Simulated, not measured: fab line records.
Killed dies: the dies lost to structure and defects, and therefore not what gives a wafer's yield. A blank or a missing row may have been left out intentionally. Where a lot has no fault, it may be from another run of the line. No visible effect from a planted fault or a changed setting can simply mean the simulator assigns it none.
fab line records -- flow n5_finfet
[record] lots = 7, wafers = 21
route steps=1938 shown BEOL_M5@1112 BEOL_M7@1288 BEOL_M8@1370 PASSIVATION@1936
start_h: the number of hours between the record's first day and the start of the first shown wafer of the lot -- wait_h: hours since the lot's step before -- " repeats the value in the row above -- L1.1+2: a row that stands for several wafers -- - value missing, or start not given -- * or withheld: withheld -- < > ~ a bound
route shown NAME@n: names a module that has steps shown in the file, with the first one's number in the route -- usual: mean/standard deviation of fault-free wafers -- same: alike in all rows -- chamber/n: place in a boat -- sites: readings site by site -- _std_site: standard deviation across them -- _edge_site: mean of outer sites minus mean of inner sites -- radius_mm: for every site, how far away it sits from the centre of the wafer -- mask NAME#n: copy n -- behind: the most recent tool/chamber to have shaped the wafer -- hold: reason for holding the lot/hours on hold/outcome of the hold -- device: which transistor (n, p or np) failed to switch -- end of line: tests run on the same wafers once the route is complete -- step lacking rows: just its recipe -- killed: not the wafer's yield, but the dies lost to structure and defects at the first sort -- map: a wafer's dies, x killed, . not, _ none there
set.NAME: the run value of the setting; set.NAME@STEP: its run value at that earlier step -- model.NAME: the simulator's own value behind a step, which no gauge read
lots where settings were altered on purpose, with a table for each step and a row for each wafer
[[steps]]
[step N5_BEOL_M5_ILD_DEP_00]
[recipe] material = SiCOH_lowk, target_thk_a = 1406.4, temp_c = 300, precursor = DEMS/porogen, pressure_torr = 5, rf_w = 500, time_s = 25.9
lot.wafer,tool,chamber,start_h,wait_h,set.time_s,model.SiCOH_lowk_of_BEOL_M5_ILD_DEP_00.thk_nm
L075.3,pecvd-04,2,171.72,0.5,25.9,140.4
L075.4,pecvd-04,2,171.72,0.5,29.15,159.4
L075.5,pecvd-04,1,171.72,0.5,25.9,144
L080.2,pecvd-04,2,201.46,0.7,25.9,142.8
L080.4,pecvd-04,2,201.46,0.7,25.9,144.8
L080.5,pecvd-04,0,201.46,0.7,25.9,142
L082.1,pecvd-03,0,254.66,0.8,25.9,144
L082.3,pecvd-03,1,254.66,0.8,28.54,155.8
L082.4,pecvd-03,1,254.66,0.8,25.9,145
L086.4,pecvd-04,2,261.11,0.4,29.76,163.2
L086.5,pecvd-04,1,261.11,0.4,29.76,163.4
L086.6,pecvd-04,0,261.11,0.4,25.9,141.6
L096.3,pecvd-01,1,314.57,0.5,27.42,148.4
L096.4,pecvd-01,2,314.57,0.5,27.42,152
L096.5,pecvd-01,0,314.57,0.5,25.9,143.4
L092.2,pecvd-01,0,319.68,0.7,25.9,140.4
L092.4,pecvd-01,1,319.68,0.7,25.9,144.4
L092.5,pecvd-01,2,319.68,0.7,25.9,145.4
L097.1,pecvd-03,2,327.35,0.8,25.9,139
L097.3,pecvd-03,1,327.35,0.8,25.9,141.2
L097.5,pecvd-03,1,327.35,0.8,28.46,157.2
[step N5_BEOL_M5_CURE_79]
[recipe] temp_c = 385, time_s = 240, ambient = He/Ar, material = SiCOH_lowk
lot.wafer,tool,chamber,start_h,wait_h,set.time_s@BEOL_M5_ILD_DEP_00,model.SiCOH_lowk_of_BEOL_M5_ILD_DEP_00.thk_nm
L075.3,uv_cure-03,2,171.94,0.2,25.9,120.8
L075.4,uv_cure-03,2,171.94,0.2,29.15,137.2
L075.5,uv_cure-03,2,171.94,0.2,25.9,124
L080.2,uv_cure-03,0,201.60,0.1,25.9,122.8
L080.4,uv_cure-03,0,201.60,0.1,25.9,124.6
L080.5,uv_cure-03,0,201.60,0.1,25.9,122.2
L082.1,uv_cure-03,2,254.72,0.0,25.9,124
L082.3,uv_cure-03,2,254.72,0.0,28.54,134.2
L082.4,uv_cure-03,2,254.72,0.0,25.9,124.8
L086.4,uv_cure-02,1,261.39,0.3,29.76,140.6
L086.5,uv_cure-02,1,261.39,0.3,29.76,140.8
L086.6,uv_cure-02,1,261.39,0.3,25.9,121.8
L096.3,uv_cure-02,0,314.79,0.2,27.42,127.8
L096.4,uv_cure-02,0,314.79,0.2,27.42,130.8
L096.5,uv_cure-02,0,314.79,0.2,25.9,123.4
L092.2,uv_cure-01,2,319.84,0.1,25.9,120.8
L092.4,uv_cure-01,2,319.84,0.1,25.9,124.2
L092.5,uv_cure-01,2,319.84,0.1,25.9,125
L097.1,uv_cure-02,1,327.41,0.0,25.9,119.6
L097.3,uv_cure-02,1,327.41,0.0,25.9,121.4
L097.5,uv_cure-02,1,327.41,0.0,28.46,135.4
[step N5_BEOL_M5_THK_MEAS_01]
[recipe] reads = SiCOH_lowk_of_BEOL_M5_ILD_DEP_00
[usual] M5_ILD_THK = 121.7/1.5
lot.wafer,tool,chamber,start_h,wait_h,set.time_s@BEOL_M5_ILD_DEP_00,M5_ILD_THK[nm]
L075.3,film_metro-02,-,172.30,0.3,25.9,120.7
L075.4,film_metro-02,-,172.30,0.3,29.15,137.4
L075.5,film_metro-02,-,172.30,0.3,25.9,124.0
L080.2,film_metro-02,-,202.04,0.4,25.9,123.0
L080.4,film_metro-02,-,202.04,0.4,25.9,124.6
L080.5,film_metro-02,-,202.04,0.4,25.9,122.3
L082.1,film_metro-02,-,255.71,0.8,25.9,123.9
L082.3,film_metro-02,-,255.71,0.8,28.54,134.1
L082.4,film_metro-02,-,255.71,0.8,25.9,124.7
L086.4,film_metro-02,-,261.66,0.2,29.76,140.5
L086.5,film_metro-02,-,261.66,0.2,29.76,140.8
L086.6,film_metro-02,-,261.66,0.2,25.9,121.8
L096.3,film_metro-01,-,315.15,0.3,27.42,127.8
L096.4,film_metro-01,-,315.15,0.3,27.42,130.8
L096.5,film_metro-01,-,315.15,0.3,25.9,123.3
L092.2,film_metro-01,-,320.28,0.4,25.9,121.0
L092.4,film_metro-01,-,320.28,0.4,25.9,124.3
L092.5,film_metro-01,-,320.28,0.4,25.9,125.0
L097.1,film_metro-01,-,328.40,0.8,25.9,119.5
L097.3,film_metro-01,-,328.40,0.8,25.9,121.5
L097.5,film_metro-01,-,328.40,0.8,28.46,135.5
[step N5_BEOL_M5_HM_DEP_02]
[recipe] material = TiN, target_thk_a = 200, temp_c = 25, chamber_pressure_pa = 0.49996
lot.wafer,tool,chamber,start_h,wait_h,set.target_thk_a,model.TiN_of_BEOL_M5_HM_DEP_02.thk_nm
L075.3,pvd_sputter-01,-,174.50,2.1,200,20.6
L075.4,pvd_sputter-01,-,174.50,2.1,209.9,21.8
L075.5,pvd_sputter-01,-,174.50,2.1,200,20.8
L080.2,pvd_sputter-01,-,204.57,2.5,200,20.2
L080.4,pvd_sputter-01,-,204.57,2.5,200,20
L080.5,pvd_sputter-01,-,204.57,2.5,224,22.4
L082.1+3+4,pvd_sputter-03,-,257.00,1.2,200,20
L086.4,pvd_sputter-01,-,265.12,3.4,176.3,17.6
L086.5,pvd_sputter-01,-,265.12,3.4,176.3,17.4
L086.6,pvd_sputter-01,-,265.12,3.4,200,20
L096.3,pvd_sputter-01,-,316.60,1.4,225.1,22.4
L096.4+5,pvd_sputter-01,-,316.60,1.4,200,19.8
L092.2,pvd_sputter-01,-,320.51,0.2,200,20.4
L092.4,pvd_sputter-01,-,320.51,0.2,200,20.8
L092.5,pvd_sputter-01,-,320.51,0.2,200,20
L097.1,pvd_sputter-01,-,330.42,2.0,200,19.8
L097.3,pvd_sputter-01,-,330.42,2.0,220.9,22.2
L097.5,pvd_sputter-01,-,330.42,2.0,220.9,21.8
[step N5_BEOL_M5_COAT_59]
[recipe] resist = SOC, temp_c = 250, time_s = 60, spin_rpm = 1500, resist_thk_nm = 60
[step N5_BEOL_M5_COAT_60]
[recipe] resist = SiARC, temp_c = 220, time_s = 60, spin_rpm = 1500, resist_thk_nm = 12
[step N5_BEOL_M5_STRIP_73]
[recipe] chemistry = N2/H2, temp_c = 40, n2_flow_sccm = 200, h2_flow_sccm = 200, rf_frequency_hz = 6e+07
[step N5_BEOL_M5_STRIP_64]
[recipe] chemistry = CF4, resist = SiARC, power_w = 300, bias_power_w = 75, pressure_mtorr = 50, cf4_flow_sccm = 150, rf_frequency_hz = 6e+07
[step N5_BEOL_M5_HM_OPEN_17]
[recipe] chemistry = Cl2/BCl3, target_depth_a = 200, overetch_a = 60, target = TiN, mask_material = SOC, ion_energy_ev = 150, pressure_mtorr = 10, icp_w = 1000, bias_w = 126, Cl2_flow_sccm = 53.25, bcl3_flow_sccm = 21.75, Ar_flow_sccm = 25
lot.wafer,tool,chamber,start_h,wait_h,set.target_thk_a@BEOL_M5_HM_DEP_02,model.etch.depth_nm
L075.3,rie_metal-02,1,175.51,0.1,200,20.59
L075.4,rie_metal-02,0,175.51,0.1,209.9,21.84
L075.5,rie_metal-02,1,175.51,0.1,200,20.87
L080.2,rie_metal-01,1,206.42,0.1,200,20.27
L080.4,rie_metal-01,0,206.42,0.1,200,19.99
L080.5,rie_metal-01,1,206.42,0.1,224,22.4
L082.1,rie_metal-02,1,257.76,0.0,200,20.06
L082.3,rie_metal-02,1,257.76,0.0,200,20
L082.4,rie_metal-02,1,257.76,0.0,200,20.05
L086.4,rie_metal-01,1,266.00,0.1,176.3,17.55
L086.5,rie_metal-01,1,266.00,0.1,176.3,17.41
L086.6,rie_metal-01,0,266.00,0.1,200,19.92
L096.3,rie_metal-03,0,317.52,0.1,225.1,22.38
L096.4,rie_metal-03,1,317.52,0.1,200,19.84
L096.5,rie_metal-03,0,317.52,0.1,200,19.9
L092.2,rie_metal-01,0,321.27,0.0,200,20.31
L092.4,rie_metal-01,1,321.27,0.0,200,20.71
L092.5,rie_metal-01,0,321.27,0.0,200,20.04
L097.1,rie_metal-01,0,331.31,0.0,200,19.89
L097.3,rie_metal-01,0,331.31,0.0,220.9,22.14
L097.5,rie_metal-01,1,331.31,0.0,220.9,21.84
[step N5_BEOL_M5_SPUTTER_83]
[recipe] material = Cu, target_thk_a = 150, temp_c = -20, chamber_pressure_pa = 0.07, power_w = withheld, time_s = 27.62
lot.wafer,tool,chamber,start_h,wait_h,set.time_s,model.Cu_of_BEOL_M5_SPUTTER_83.thk_nm
L075.3,pvd_sputter-02,-,182.98,0.5,24.59,-
L075.4,pvd_sputter-02,-,182.98,0.5,24.59,13.6
L075.5,pvd_sputter-02,-,182.98,0.5,27.62,15.2
L080.2+5,pvd_sputter-01,-,247.77,0.5,25.09,-
L080.4,pvd_sputter-01,-,247.77,0.5,27.62,15
L082.1+4,pvd_sputter-03,-,263.65,0.5,27.62,15.2
L082.3,pvd_sputter-03,-,263.65,0.5,27.62,15.4
L086.4,pvd_sputter-02,-,272.09,0.5,27.62,14.8
L086.5+6,pvd_sputter-02,-,272.09,0.5,27.62,15
L096.3+5,pvd_sputter-02,-,322.84,0.5,27.62,15.2
L096.4,pvd_sputter-02,-,322.84,0.5,27.62,15
L092.2+4,pvd_sputter-02,-,327.54,0.5,27.62,15
L092.5,pvd_sputter-02,-,327.54,0.5,27.62,14.8
L097.1+5,pvd_sputter-01,-,337.30,0.5,27.62,14.6
L097.3,pvd_sputter-01,-,337.30,0.5,24.08,12.6
[step N5_BEOL_M7_COAT_64]
[recipe] resist = SiARC, temp_c = 220, time_s = 60, spin_rpm = 1500, resist_thk_nm = 12
lot.wafer,tool,chamber,start_h,wait_h,set.spin_rpm,model.SiARC_of_BEOL_M7_COAT_64.thk_nm
L075.3+5,litho_track-01,0,-,-,1500,12
L075.4,litho_track-01,0,-,-,1647,11.4
L080.2+4+5,litho_track-01,0,-,-,1500,12
L082.1+3+4,litho_track-05,0,-,-,1500,12
L086.4+5,litho_track-04,0,-,-,1500,12
L086.6,litho_track-04,0,-,-,1569,11.8
L096.3+4+5,litho_track-04,0,-,-,1500,12
L092.2+4+5,litho_track-01,0,-,-,1500,12
L097.1+3,litho_track-05,0,-,-,1419,12.4
L097.5,litho_track-05,0,-,-,1500,12
[step N5_BEOL_M7_EXPOSE_25]
[recipe] mask_id = V6, na = 0.33, source_shape = annular, sigma_inner = 0.4, sigma_outer = 0.8, polarization = unpolarized, target_cd_nm = 40, dose_mj = 42.5
lot.wafer,tool,chamber,start_h,wait_h,mask,set.dose_mj
L075.3+4,euv_scanner-02,0,203.85,-,V6#0,45.49
L075.5,euv_scanner-02,0,203.85,-,V6#0,42.5
L080.2+4+5,euv_scanner-02,0,264.71,-,V6#0,45.37
L082.1+3+4,euv_scanner-01,0,277.95,-,V6#0,42.5
L086.4+5,euv_scanner-02,0,290.10,-,V6#0,42.5
L086.6,euv_scanner-02,0,290.10,-,V6#0,41.63
L096.3+4+5,euv_scanner-02,0,339.08,-,V6#0,42.5
L092.2+4+5,euv_scanner-01,0,341.53,-,V6#0,42.5
L097.1+3,euv_scanner-02,0,352.86,-,V6#0,42.5
L097.5,euv_scanner-02,0,352.86,-,V6#0,40.67
[step N5_BEOL_M7_PEB_26]
[recipe] peb_temp_c = 100, peb_time_s = 60, resist = CAR-EUV
[step N5_BEOL_M7_DEVELOP_27]
[recipe] develop_time_s = 30, developer = TMAH, resist = CAR-EUV, rinse_liquid = surfactant_rinse, dry = air_spin, dev_temp_c = 23
[step N5_BEOL_M7_CD_MEAS_28]
[recipe] target_cd_nm = 40, landing_energy_ev = 500, detector = se_inlens
[usual] cd_nm = 40.09/0.21
lot.wafer,tool,chamber,start_h,wait_h,set.dose_mj@BEOL_M7_EXPOSE_25,cd_nm
L075.3,cd_sem-01,0,203.97,-,45.49,41.52
L075.4,cd_sem-01,0,203.97,-,45.49,41.46
L075.5,cd_sem-01,0,203.97,-,42.5,40.25
L080.2,cd_sem-02,0,264.83,-,45.37,41.49
L080.4,cd_sem-02,0,264.83,-,45.37,41.38
L080.5,cd_sem-02,0,264.83,-,45.37,41.47
L082.1,cd_sem-03,0,278.08,-,42.5,39.74
L082.3,cd_sem-03,0,278.08,-,42.5,39.97
L082.4,cd_sem-03,0,278.08,-,42.5,39.96
L086.4,cd_sem-01,0,290.21,-,42.5,40.29
L086.5,cd_sem-01,0,290.21,-,42.5,40.02
L086.6,cd_sem-01,0,290.21,-,41.63,39.63
L096.3,cd_sem-01,0,339.20,-,42.5,40.40
L096.4,cd_sem-01,0,339.20,-,42.5,39.97
L096.5,cd_sem-01,0,339.20,-,42.5,40.00
L092.2,cd_sem-01,0,341.65,-,42.5,40.28
L092.4,cd_sem-01,0,341.65,-,42.5,39.86
L092.5,cd_sem-01,0,341.65,-,42.5,40.23
L097.1,cd_sem-01,0,352.99,-,42.5,40.42
L097.3,cd_sem-01,0,352.99,-,42.5,40.08
L097.5,cd_sem-01,0,352.99,-,40.67,39.09
[step N5_BEOL_M7_DESCUM_33]
[recipe] chemistry = O2, time_s = 7, source_power_w = 50, bias_power_w = 20, pressure_mtorr = 20, rf_frequency_hz = 2.712e+07, temp_c = 40, resist = CAR-EUV, o2_flow_sccm = 225
lot.wafer,tool,chamber,start_h,wait_h,set.dose_mj@BEOL_M7_EXPOSE_25,model.BEOL_M7.cd_nm
L075.3,rie_diel-01,2,204.12,0.1,45.49,41.8
L075.4,rie_diel-01,2,204.12,0.1,45.49,41.6
L075.5,rie_diel-01,2,204.12,0.1,42.5,40.2
L080.2+5,rie_diel-01,"0,2",264.95,0.0,45.37,41.4
L080.4,rie_diel-01,1,264.95,0.0,45.37,41.2
L082.1,rie_diel-03,2,278.20,0.0,42.5,40.2
L082.3,rie_diel-03,1,278.20,0.0,42.5,40
L082.4,rie_diel-03,3,278.20,0.0,42.5,39.8
L086.4+5,rie_diel-03,0,290.47,0.2,42.5,40.4
L086.6,rie_diel-03,3,290.47,0.2,41.63,39.6
L096.3+4,rie_diel-01,"0,2",339.32,0.0,42.5,40.4
L096.5,rie_diel-01,0,339.32,0.0,42.5,40.2
L092.2+4,rie_diel-01,"1,3",341.98,0.2,42.5,40
L092.5,rie_diel-01,1,341.98,0.2,42.5,40.2
L097.1,rie_diel-04,1,353.21,0.1,42.5,40.2
L097.3,rie_diel-04,3,353.21,0.1,42.5,40
L097.5,rie_diel-04,2,353.21,0.1,40.67,39.2
[step N5_BEOL_M7_ETCH_72]
[recipe] chemistry = N2/H2, target = underlayer, target_depth_a = 65, mask_material = CAR-EUV, time_s = 5.2, ion_energy_ev = 200, pressure_mtorr = 30, source_w = 840, bias_w = 150, n2_flow_sccm = 200, h2_flow_sccm = 200, ends = cleared
[step N5_BEOL_M7_ETCH_65]
[recipe] chemistry = CF4, target = SiARC, target_depth_a = 156, mask_material = CAR-EUV, time_s = 26, ion_energy_ev = 80, pressure_mtorr = 40, source_w = 545, bias_w = 36, Ar_flow_sccm = 100, cf4_flow_sccm = 100, ends = cleared
lot.wafer,tool,chamber,start_h,wait_h,set.spin_rpm@BEOL_M7_COAT_64,model.etch.depth_nm,model.CAR-EUV_of_BEOL_M7_COAT_22.thk_nm
L075.3,rie_diel-01,2,204.27,0.1,1500,11.96,11.4
L075.4,rie_diel-01,2,204.27,0.1,1647,11.4,11.8
L075.5,rie_diel-01,2,204.27,0.1,1500,11.98,11.4
L080.2,rie_diel-01,0,265.00,0.0,1500,12.02,11.2
L080.4,rie_diel-01,1,265.00,0.0,1500,11.98,11.2
L080.5,rie_diel-01,2,265.00,0.0,1500,12.03,11.2
L082.1+4,rie_diel-03,"2,3",278.26,0.0,1500,11.96,11.2
L082.3,rie_diel-03,1,278.26,0.0,1500,11.94,11.2
L086.4,rie_diel-03,0,290.52,0.0,1500,12,11.2
L086.5,rie_diel-03,0,290.52,0.0,1500,12.03,11.2
L086.6,rie_diel-03,3,290.52,0.0,1569,11.72,11.4
L096.3+4,rie_diel-01,"0,2",339.37,0.0,1500,12.02,11.4
L096.5,rie_diel-01,0,339.37,0.0,1500,12.03,11.2
L092.2,rie_diel-01,1,342.03,0.0,1500,11.99,11.2
L092.4,rie_diel-01,3,342.03,0.0,1500,11.97,11.2
L092.5,rie_diel-01,1,342.03,0.0,1500,11.97,11.4
L097.1,rie_diel-04,1,353.26,0.0,1419,12.35,10.8
L097.3,rie_diel-04,3,353.26,0.0,1419,12.32,10.8
L097.5,rie_diel-04,2,353.26,0.0,1500,12.02,11.2
[step N5_BEOL_M7_ETCH_66]
[recipe] chemistry = N2/H2, target = SOC, target_depth_a = 800, overetch_a = 160, mask_material = SiARC, temp_c = 40, time_s = 120, ion_energy_ev = 200, pressure_mtorr = 30, source_w = 840, bias_w = 150, n2_flow_sccm = 200, h2_flow_sccm = 200
lot.wafer,tool,chamber,start_h,wait_h,set.dose_mj@BEOL_M7_EXPOSE_25,model.BEOL_M7.cd_nm
L075.3+4,rie_diel-01,2,204.41,0.1,45.49,41.8
L075.5,rie_diel-01,2,204.41,0.1,42.5,40.2
L080.2,rie_diel-01,0,265.03,0.0,45.37,41.4
L080.4,rie_diel-01,1,265.03,0.0,45.37,41
L080.5,rie_diel-01,2,265.03,0.0,45.37,41.6
L082.1,rie_diel-03,2,278.28,0.0,42.5,40.4
L082.3,rie_diel-03,1,278.28,0.0,42.5,39.8
L082.4,rie_diel-03,3,278.28,0.0,42.5,39.6
L086.4+5,rie_diel-03,0,290.55,0.0,42.5,40.2
L086.6,rie_diel-03,3,290.55,0.0,41.63,39.4
L096.3,rie_diel-01,0,339.40,0.0,42.5,40.8
L096.4,rie_diel-01,2,339.40,0.0,42.5,40.4
L096.5,rie_diel-01,0,339.40,0.0,42.5,40.6
L092.2+5,rie_diel-01,1,342.06,0.0,42.5,40
L092.4,rie_diel-01,3,342.06,0.0,42.5,39.6
L097.1+3,rie_diel-04,"1,3",353.29,0.0,42.5,40.2
L097.5,rie_diel-04,2,353.29,0.0,40.67,38.8
[step N5_BEOL_M7_TRENCH_ETCH_37]
[recipe] chemistry = C4F6/O2, target_depth_a = 934.78, target = SiCOH_lowk, time_s = 31.2, ion_energy_ev = 250, pressure_mtorr = 30, source_w = 345, bias_w = 185, Ar_flow_sccm = 300, C4F6_flow_sccm = 10, O2_flow_sccm = 10
[usual] rf_vpp_V = 665/16
lot.wafer,tool,chamber,start_h,wait_h,set.source_w,rf_vpp_V
L075.3,rie_diel-01,2,-,-,345,675
L075.4,rie_diel-01,2,-,-,345,675
L075.5,rie_diel-01,2,-,-,345,674
L080.2,rie_diel-01,0,-,-,298.5,716
L080.4,rie_diel-01,1,-,-,345,674
L080.5,rie_diel-01,2,-,-,298.5,725
L082.1,rie_diel-03,2,-,-,345,634
L082.3,rie_diel-03,1,-,-,403.6,603
L082.4,rie_diel-03,3,-,-,345,644
L086.4,rie_diel-03,0,-,-,404.3,610
L086.5,rie_diel-03,0,-,-,345,663
L086.6,rie_diel-03,3,-,-,404.3,593
L096.3,rie_diel-01,0,-,-,345,665
L096.4,rie_diel-01,2,-,-,345,673
L096.5,rie_diel-01,0,-,-,345,665
L092.2,rie_diel-01,1,-,-,345,674
L092.4,rie_diel-01,3,-,-,345,650
L092.5,rie_diel-01,1,-,-,345,674
L097.1,rie_diel-04,1,-,-,345,673
L097.3,rie_diel-04,3,-,-,345,687
L097.5,rie_diel-04,2,-,-,345,682
[step N5_BEOL_M7_ETCH_41]
[recipe] chemistry = CH3F/O2, target = SiCN, target_depth_a = 319, taper_deg = 2, time_s = 57.8, ion_energy_ev = 120, mask_material = TiN, pressure_mtorr = 30, source_w = 395, bias_w = 75, Ar_flow_sccm = 150, CH3F_flow_sccm = 30, O2_flow_sccm = 20
[usual] rf_vpp_V = 296.8/1.4
lot.wafer,tool,chamber,start_h,wait_h,set.source_w,rf_vpp_V
L075.3,rie_diel-01,2,-,-,331.2,313.1
L075.4,rie_diel-01,2,-,-,331.2,315.7
L075.5,rie_diel-01,2,-,-,395,298.6
L080.2,rie_diel-01,0,-,-,445.5,285.4
L080.4,rie_diel-01,1,-,-,445.5,283.2
L080.5,rie_diel-01,2,-,-,395,296.1
L082.1,rie_diel-03,2,-,-,342.2,311.9
L082.3,rie_diel-03,1,-,-,342.2,312.5
L082.4,rie_diel-03,3,-,-,395,297.1
L086.4,rie_diel-03,0,-,-,395,296.9
L086.5,rie_diel-03,0,-,-,367.1,304.4
L086.6,rie_diel-03,3,-,-,367.1,303.5
L096.3,rie_diel-01,0,-,-,351.5,309.9
L096.4,rie_diel-01,2,-,-,351.5,308.5
L096.5,rie_diel-01,0,-,-,351.5,310.5
L092.2,rie_diel-01,1,-,-,395,294.3
L092.4,rie_diel-01,3,-,-,395,294.5
L092.5,rie_diel-01,1,-,-,395,295.2
L097.1,rie_diel-04,1,-,-,368,306.6
L097.3,rie_diel-04,3,-,-,368,303.5
L097.5,rie_diel-04,2,-,-,395,296.2
[step N5_BEOL_M8_ETCH_65]
[recipe] chemistry = CF4, target = SiARC, target_depth_a = 156, mask_material = CAR-EUV, time_s = 26, ion_energy_ev = 80, pressure_mtorr = 40, source_w = 545, bias_w = 36, Ar_flow_sccm = 100, cf4_flow_sccm = 100, ends = cleared
[usual] etch_rf_on_time_s = 26.3/0.75, rf_vpp_V = 184.0/1.2
lot.wafer,tool,chamber,start_h,wait_h,set.source_w,etch_rf_on_time_s,rf_vpp_V
L075.3,rie_diel-05,2,215.23,0.0,545,26.6,184.6
L075.4,rie_diel-05,0,215.23,0.0,612.4,22.7,177.1
L075.5,rie_diel-05,2,215.23,0.0,612.4,23.9,177.7
L080.2,rie_diel-05,0,273.56,0.0,614.1,22.5,176.4
L080.4,rie_diel-05,2,273.56,0.0,545,26.4,184.2
L080.5,rie_diel-05,3,273.56,0.0,614.1,23.9,175.9
L082.1,rie_diel-05,3,284.23,0.0,545,26.5,183.4
L082.3,rie_diel-05,0,284.23,0.0,598,23.2,178.7
L082.4,rie_diel-05,1,284.23,0.0,598,24.9,177.8
L086.4,rie_diel-06,2,298.41,0.0,545,27.3,185.2
L086.5,rie_diel-06,1,298.41,0.0,545,27.0,182.4
L086.6,rie_diel-06,3,298.41,0.0,545,26.8,184.5
L096.3,rie_diel-02,2,346.22,0.0,476.2,30.3,193.1
L096.4,rie_diel-02,1,346.22,0.0,545,26.0,186.6
L096.5,rie_diel-02,3,346.22,0.0,545,24.3,184.3
L092.2,rie_diel-06,0,351.06,0.0,545,25.6,184.8
L092.4,rie_diel-06,3,351.06,0.0,545,26.4,184.0
L092.5,rie_diel-06,0,351.06,0.0,545,25.7,186.2
L097.1,rie_diel-05,3,364.95,0.0,572.4,25.6,179.8
L097.3,rie_diel-05,1,364.95,0.0,545,26.9,184.2
L097.5,rie_diel-05,1,364.95,0.0,545,27.2,183.4
[step N5_PASSIVATION_PROBE_49]
[usual] sort_bin_8_speed = 0.02/0.16
lot.wafer,tool,chamber,start_h,wait_h,set.dose_mj@FIN_CUT_EXPOSE_05,set.temp_c@SD_EPI_N_COAT_32,set.source_w@BEOL_M7_TRENCH_ETCH_37,sort_bin_8_speed[%]
L075.3,prober-01,-,282.14,0.1,45.75,250,345,0
L075.4,prober-01,-,282.19,0.2,45.75,250,345,0
L075.5,prober-01,-,282.24,0.2,45.75,252.9,345,0
L080.2,prober-01,-,336.68,0.3,49.01,253.3,298.5,0
L080.4,prober-01,-,336.78,0.4,49.01,250,345,0
L080.5,prober-01,-,336.83,0.5,45.75,253.3,298.5,1.02
L082.1,prober-02,-,357.87,0.0,45.75,254.7,345,0
L082.3,prober-02,-,357.97,0.1,45.75,254.7,403.6,0.34
L082.4,prober-02,-,358.02,0.2,45.75,254.7,345,0
L086.4,prober-01,-,371.85,0.2,45.75,250,404.3,0
L086.5,prober-01,-,371.90,0.2,45.75,254.6,345,0
L086.6,prober-01,-,371.95,0.3,45.75,250,404.3,0
L096.3,prober-02,-,420.01,0.1,47.27,256.7,345,0
L096.4,prober-02,-,420.06,0.2,45.75,250,345,0
L096.5,prober-02,-,420.11,0.2,47.27,256.7,345,0
L092.2,prober-02,-,425.61,0.1,45.75,250,345,0
L092.4,prober-02,-,425.71,0.2,45.75,250,345,0
L092.5,prober-02,-,425.76,0.2,45.75,250,345,0
L097.1,prober-02,-,434.71,0.1,48.29,259.5,345,0
L097.3,prober-02,-,434.81,0.2,45.75,250,345,0.08
L097.5,prober-02,-,434.91,0.3,45.75,250,345,0
[[key]]
[split] step = N5_BEOL_M5_ILD_DEP_00, setting = time_s, stated = 25.9, by = wafer
[response] step = N5_BEOL_M5_ILD_DEP_00, reading = model.SiCOH_lowk_of_BEOL_M5_ILD_DEP_00.thk_nm, change = +1.4, per = 1%, r = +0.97
[response] step = N5_BEOL_M5_CURE_79, reading = model.SiCOH_lowk_of_BEOL_M5_ILD_DEP_00.thk_nm, change = +1.22, per = 1%, r = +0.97
[response] step = N5_BEOL_M5_THK_MEAS_01, reading = M5_ILD_THK, change = +1.22, per = 1%, r = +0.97
[split] step = N5_BEOL_M5_HM_DEP_02, setting = target_thk_a, stated = 200, by = wafer
[response] step = N5_BEOL_M5_HM_DEP_02, reading = model.TiN_of_BEOL_M5_HM_DEP_02.thk_nm, change = +0.205, per = 1%, r = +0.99
[response] step = N5_BEOL_M5_HM_OPEN_17, reading = model.etch.depth_nm, change = +0.2, per = 1%, r = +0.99
[split] step = N5_BEOL_M5_SPUTTER_83, setting = time_s, stated = 27.62, by = wafer
[response] step = N5_BEOL_M5_SPUTTER_83, reading = model.Cu_of_BEOL_M5_SPUTTER_83.thk_nm, change = +0.152, per = 1%, r = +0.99
[split] step = N5_BEOL_M7_COAT_64, setting = spin_rpm, stated = 1500, by = wafer
[response] step = N5_BEOL_M7_COAT_64, reading = model.SiARC_of_BEOL_M7_COAT_64.thk_nm, change = -0.0612, per = 1%, r = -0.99
[response] step = N5_BEOL_M7_ETCH_65, reading = model.etch.depth_nm, change = -0.0592, per = 1%, r = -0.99
[response] step = N5_BEOL_M7_ETCH_65, reading = model.CAR-EUV_of_BEOL_M7_COAT_22.thk_nm, change = +0.0478, per = 1%, r = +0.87
[split] step = N5_BEOL_M7_EXPOSE_25, setting = dose_mj, stated = 42.5, by = wafer
[response] step = N5_BEOL_M7_CD_MEAS_28, reading = cd_nm, change = +0.204, per = 1%, r = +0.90
[response] step = N5_BEOL_M7_DESCUM_33, reading = model.BEOL_M7.cd_nm, change = +0.222, per = 1%, r = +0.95
[response] step = N5_BEOL_M7_ETCH_66, reading = model.BEOL_M7.cd_nm, change = +0.262, per = 1%, r = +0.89
[split] step = N5_BEOL_M7_TRENCH_ETCH_37, setting = source_w, stated = 345, by = wafer
[response] step = N5_BEOL_M7_TRENCH_ETCH_37, reading = rf_vpp_V, change = -3, per = 1%, r = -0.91
[response] step = N5_PASSIVATION_PROBE_49, reading = sort_bin_8_speed, slope = +0.0186, per = 1%, together_with = dose_mj@FIN_CUT_EXPOSE_05,temp_c@SD_EPI_N_COAT_32, explained = 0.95
[split] step = N5_BEOL_M7_ETCH_41, setting = source_w, stated = 395, by = wafer
[response] step = N5_BEOL_M7_ETCH_41, reading = rf_vpp_V, change = -1.03, per = 1%, r = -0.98
[split] step = N5_BEOL_M8_ETCH_65, setting = source_w, stated = 545, by = wafer
[response] step = N5_BEOL_M8_ETCH_65, reading = etch_rf_on_time_s, change = *, per = 1%, r = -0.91
[response] step = N5_BEOL_M8_ETCH_65, reading = rf_vpp_V, change = -0.601, per = 1%, r = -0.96
split outside_this_file step=N5_FIN_CUT_EXPOSE_05 setting=dose_mj
split outside_this_file step=N5_SD_EPI_N_COAT_32 setting=temp_c
// split outside_this_file: this setting was split too, and the file shows its column; the key of that split is in another file
